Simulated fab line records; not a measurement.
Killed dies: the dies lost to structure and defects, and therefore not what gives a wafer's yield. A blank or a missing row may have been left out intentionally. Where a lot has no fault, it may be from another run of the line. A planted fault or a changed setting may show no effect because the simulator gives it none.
Which tool was responsible? | flow nandHarc | Sampling: 12 lots, 36 wafers, 6 of 1159 route steps

WHAT EACH GAUGE READ, for each wafer
NHARC_P_ZERO_WELL_CD_MEAS_24: the cd target is 720 nm.
lot  | measured    | on       | cdNm (nm)
L812 | day 1 14:38 | cdSem-02 | 722.8 723.1 723.1
L814 | day 2 02:35 | cdSem-03 | 720.9 720.9 723.2
L815 | day 2 08:35 | cdSem-03 | 716.6 718.7 719.1
L818 | day 3 02:29 | cdSem-03 | 719.2 715.7 717.1
L819 | day 3 09:14 | cdSem-03 | 719.8 719.6 720.3
L820 | day 3 14:37 | cdSem-01 | 722.1 720.7 720.8
L821 | day 3 20:21 | cdSem-02 | 723.5 723.8 722.4
L822 | day 4 02:28 | cdSem-01 | - - -
L825 | day 4 20:28 | cdSem-01 | 723.0 719.9 720.0
L832 | day 6 14:29 | cdSem-02 | 719.9 719.1 719.1
L834 | day 7 02:28 | cdSem-02 | 723.3 724.3 723.2
L835 | day 7 08:36 | cdSem-03 | 721.9 723.1 724.1

NHARC_P_STI_OVL_MEAS_10.
lot  | measured    | on         | overlayXNm (nm) | overlayYNm (nm)
L812 | day 2 12:37 | overlay-01 | 6 6 6           | 12 12 12
L814 | day 3 01:38 | overlay-01 | 0 -1 -1         | -4 -5 -4
L815 | day 3 01:36 | overlay-02 | -9 -8 -8        | 9 9 9
L818 | day 3 23:21 | overlay-02 | -4 -4 -3        | 1 1 1
L819 | day 4 10:28 | overlay-02 | -10 -10 -9      | -3 -3 -3
L820 | day 4 10:17 | overlay-01 | 10 10 9         | -7 -8 -9
L821 | day 4 17:59 | overlay-01 | 0 0 -1          | 5 5 5
L825 | day 5 18:33 | overlay-01 | 0 0 0           | -11 -11 -10
L832 | day 7 10:31 | overlay-02 | 1 1 1           | -5 -5 -5
L834 | day 8 02:35 | overlay-01 | 6 5 5           | -1 0 -1
L835 | day 8 08:32 | overlay-02 | -8 -8 -8        | 12 12 12

NHARC_END_SORT_01.
lot  | measured     | on        | killedAtArray | killedAtOther | killedAtPeriphery | killedDies  | killedOpen | killedShort
L822 | day 21 18:46 | prober-01 | 15 9 8        | 0 0 1         | 662 668 668       | 677 677 677 | 3 3 1      | 2 1 1

EACH LOT AND THE TOOL THAT RAN IT (in order: tool; ch and the chambers of the sampled wafers; start)
lot  | NHARC_P_ZERO_WELL_EXPOSE_21     | NHARC_P_GATE_DEP_103            | NHARC_P_GATE_ETCH_32
L812 | krfScanner-02 ch 0, day 1 14:29 | pecvd-02 ch 0,2, day 4 17:33    | rieSi-03 ch 0,2,3, day 4 18:47
L814 | krfScanner-01 ch 0, day 2 02:25 | pecvd-02 ch 0,1, day 5 03:25    | rieSi-05 ch 0,1,2, day 5 04:51
L815 | krfScanner-02 ch 0, day 2 08:25 | pecvd-01 ch 0,1,2, day 5 03:26  | rieSi-03 ch 0,1,3, day 5 05:14
L818 | krfScanner-04 ch 0, day 3 02:19 | pecvd-03 ch 0,1, day 6 04:08    | rieSi-03 ch 0,1,2, day 6 05:22
L819 | krfScanner-02 ch 0, day 3 09:05 | pecvd-03 ch 0,1,2, day 6 14:35  | rieSi-02 ch 0,2,3, day 6 16:11
L820 | krfScanner-04 ch 0, day 3 14:28 | pecvd-01 ch 0,1, day 6 14:32    | rieSi-03 ch 0,1, day 6 15:52
L821 | krfScanner-04 ch 0, day 3 20:12 | pecvd-01 ch 0,1,2, day 6 21:19  | rieSi-02 ch 0,1,3, day 6 22:43
L822 | krfScanner-01 ch 0, day 4 02:18 | -                               | -
L825 | krfScanner-04 ch 0, day 4 20:19 | pecvd-03 ch 0,1, day 7 19:25    | rieSi-02 ch 1,3, day 7 21:23
L832 | krfScanner-01 ch 0, day 6 14:19 | pecvd-01 ch 0,1,2, day 9 13:19  | rieSi-02 ch 0,1,3, day 9 15:05
L834 | krfScanner-04 ch 0, day 7 02:19 | pecvd-01 ch 0,1,2, day 10 07:59 | rieSi-05 ch 1,2,3, day 10 09:20
L835 | krfScanner-02 ch 0, day 7 08:26 | pecvd-02 ch 0,2, day 10 07:47   | rieSi-03 ch 0,1,3, day 10 08:58
- NHARC_P_ZERO_WELL_EXPOSE_21: exposes mask P NWELL, target cd 720 nm.
- NHARC_P_GATE_DEP_103: deposits SiON, target thk 30 nm.
- NHARC_P_GATE_ETCH_32: etches the open film in HBr/Cl2, target depth 150 nm, time 100.1 s.

AS READ BY THE TOOLS THEMSELVES (means over the sampled wafers that have a number; for cases with no such wafer, the mark the record gives instead)
NHARC_P_ZERO_WELL_EXPOSE_21.
lot  | tool          | reticleTempC (C) | stageVelMmS (mm/s)
L812 | krfScanner-02 | 22.93            | 499.97
L814 | krfScanner-01 | 22.99            | 500.15
L815 | krfScanner-02 | 22.94            | 499.83
L818 | krfScanner-04 | 22.99            | 499.95
L819 | krfScanner-02 | 23.04            | 499.80
L820 | krfScanner-04 | 22.99            | 499.95
L821 | krfScanner-04 | 23.12            | 499.79
L822 | krfScanner-01 | 22.88            | 500.09
L825 | krfScanner-04 | 23.03            | 500.35
L832 | krfScanner-01 | 23.06            | 500.00
L834 | krfScanner-04 | 23.02            | 500.33
L835 | krfScanner-02 | 23.09            | 499.87

NHARC_P_GATE_DEP_103.
lot  | tool     | heaterPowerW (W)
L812 | pecvd-02 | 722
L814 | pecvd-02 | 820
L815 | pecvd-01 | 743
L818 | pecvd-03 | 661
L819 | pecvd-03 | 706
L820 | pecvd-01 | 767
L821 | pecvd-01 | 779
L825 | pecvd-03 | 640
L832 | pecvd-01 | 765
L834 | pecvd-01 | 758
L835 | pecvd-02 | 701

NHARC_P_GATE_ETCH_32.
lot  | tool     | biasW (W) | drypumpMotorCurrentA (A) | oesProductAu (a.u.) | throttleValvePct (%)
L812 | rieSi-03 | 100.11    | 5.7                      | 0.995               | 26.408
L814 | rieSi-05 | 100.24    | 5.4                      | 1.004               | 26.415
L815 | rieSi-03 | 99.98     | 5.6                      | 1.004               | 26.408
L818 | rieSi-03 | 99.92     | 5.6                      | 1.000               | 26.399
L819 | rieSi-02 | 100.11    | 5.2                      | 0.994               | 26.401
L820 | rieSi-03 | 99.94     | 5.9                      | 0.996               | 26.414
L821 | rieSi-02 | 100.11    | 5.5                      | 0.986               | 26.405
L825 | rieSi-02 | 100.02    | 5.6                      | 1.003               | 26.399
L832 | rieSi-02 | 100.37    | 5.5                      | 0.997               | 26.408
L834 | rieSi-05 | 100.03    | 5.8                      | 1.001               | 26.399
L835 | rieSi-03 | 100.03    | 5.6                      | 0.997               | 26.403

THE ANSWER, worked out from the rows above alone
Rule: usual is defined by the lots themselves. Put in order of their means at a reading, lots are off if they are a third of the lots or fewer, leave a main group of 4 or more, and stand apart from it by a gap of 3 or more times the standard deviation of the main group's means; of several such gaps the widest counts. A main group is skipped when, at the precision printed for the reading in the tables above, its means are all equal. A lot without any number at a reading at which 4 lots or more have one is off too. All remaining lots with rows at the step are treated as sound. The gauges are gone through in route order, then the tools' own readings, and for those a lot's mean is taken as printed above. At the first step where some lot is off, the reading lying furthest off is the one used; lots without a number count as furthest.
Off, at NHARC_P_ZERO_WELL_CD_MEAS_24 on cdNm: L822. Without a number there: L822. Main group: mean 721.0 nm, sd 2.
A tool fits if, at a process step before that reading, it ran every lot that is off, and no sound lot after the first of them. Gauges at NHARC_P_ZERO_WELL_CD_MEAS_24: tried the same way as those tools. Of those tried, none fits.

WHAT THE SIMULATOR PUT IN
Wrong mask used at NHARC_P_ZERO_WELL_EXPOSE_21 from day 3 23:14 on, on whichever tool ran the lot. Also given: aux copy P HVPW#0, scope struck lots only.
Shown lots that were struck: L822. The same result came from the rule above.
